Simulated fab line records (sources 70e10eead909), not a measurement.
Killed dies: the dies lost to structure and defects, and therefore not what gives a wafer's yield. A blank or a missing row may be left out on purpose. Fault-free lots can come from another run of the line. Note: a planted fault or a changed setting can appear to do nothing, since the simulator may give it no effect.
Comparing a struck lot with a sound one ; flow nand harc ; 14 out of 1302 route steps
Sound: these wafers, L884.1, L884.3, L884.6. The struck wafers were L891.2, L891.3, L891.6. Last of all comes the cause.
Order at every step that has rows: each side's tool, ch and its chambers, its first start. Under that, the readings that differ: sound wafers ; struck wafers ; difference of the means ; sigmas: that difference in standard deviations of wafers without a fault.
alike: words and numbers the same on both sides, and readings whose means are apart by under 2 such deviations; not compared: readings that were withheld, readings missing a value for some wafer, numbers with overlapping values and no deviation given by the record, and bounds like >300 which may hide the same value.
The two part at a step that has a row with sigmas, a row that says differs or no value, or rows on one side only. Numbers that don't overlap but have no deviation are shown without sigmas and don't part them. A reading that every wafer of one side lacks parts them only if that side has two wafers or more.

first, 2 steps without rows for these wafers: NHARC_A_SOURCE_PLATE_CVD_03 (deposits poly-Si, target thk 200 nm, time 4000 s); NHARC_A_SOURCE_PLATE_ANNEAL_05 (time 1800 s).
NHARC_A_SOURCE_PLATE_THK_MEAS_06: measures by ellipsometry.
  sound on film metro-01, day 8 20:35; struck on film metro-02, day 12 01:59
  alike: thk nm
NHARC_A_SOURCE_PLATE_INSPECT_08:
  sound on defect inspect-01, day 8 20:40; struck on defect inspect-02, day 12 02:05
  alike: raw defect count
then NHARC_A_ONON_D1_DEP_00 (target thk 1000 nm), 1 step lacking rows for these wafers.
NHARC_A_ONON_D1_THK_MEAS_02: measures by ellipsometry.
  sound on film metro-02, day 8 21:14; struck on film metro-02, day 12 02:39
  alike: thk nm
then NHARC_A_ONON_D1_DEP_03 (target thk 1000 nm), 1 step lacking rows for these wafers.
NHARC_A_ONON_D1_THK_MEAS_05: measures by ellipsometry.
  sound on film metro-01, day 8 21:49; struck on film metro-01, day 12 03:13
  alike: thk nm
then NHARC_A_ONON_D1_DEP_06 (target thk 1000 nm), 1 step lacking rows for these wafers.
NHARC_A_ONON_D1_THK_MEAS_08: measures by ellipsometry.
  sound on film metro-01, day 8 22:22; struck on film metro-01, day 12 03:47
reading;sound;struck;difference;sigmas
thk nm (nm);976 976 977;1002 1003 1004;+27;+2
NHARC_A_ONON_D1_DEP_09: target thk 1000 nm.
  sound on pecvd onon-03 ch 0, day 8 22:26; struck on pecvd onon-02 ch 0, day 12 03:54
  alike: sih4 flow sccm
NHARC_A_ONON_D1_THK_MEAS_11: measures by ellipsometry.
  sound on film metro-02, day 8 22:56; struck on film metro-02, day 12 04:21
reading;sound;struck;difference;sigmas
thk nm (nm);1004 1006 1006;576 576 577;-429;-43
then NHARC_A_ONON_D1_DEP_12 (target thk 1000 nm), 1 step lacking rows for these wafers.
-- break in the record here, with 17 days between the starts of the struck wafers on either side (left off in module A_ONON_D1, picked up again in module END, where the first step shown is number 1302 on the route) --
NHARC_END_SORT_01:
  here the record holds rows for the struck wafers (prober-02 ch 0, day 28 19:19) but none for the sound ones

## WHERE THEY PART
Earliest at NHARC_A_ONON_D1_THK_MEAS_08; latest, in this record, at NHARC_END_SORT_01.

WHY: whatever the simulator had introduced
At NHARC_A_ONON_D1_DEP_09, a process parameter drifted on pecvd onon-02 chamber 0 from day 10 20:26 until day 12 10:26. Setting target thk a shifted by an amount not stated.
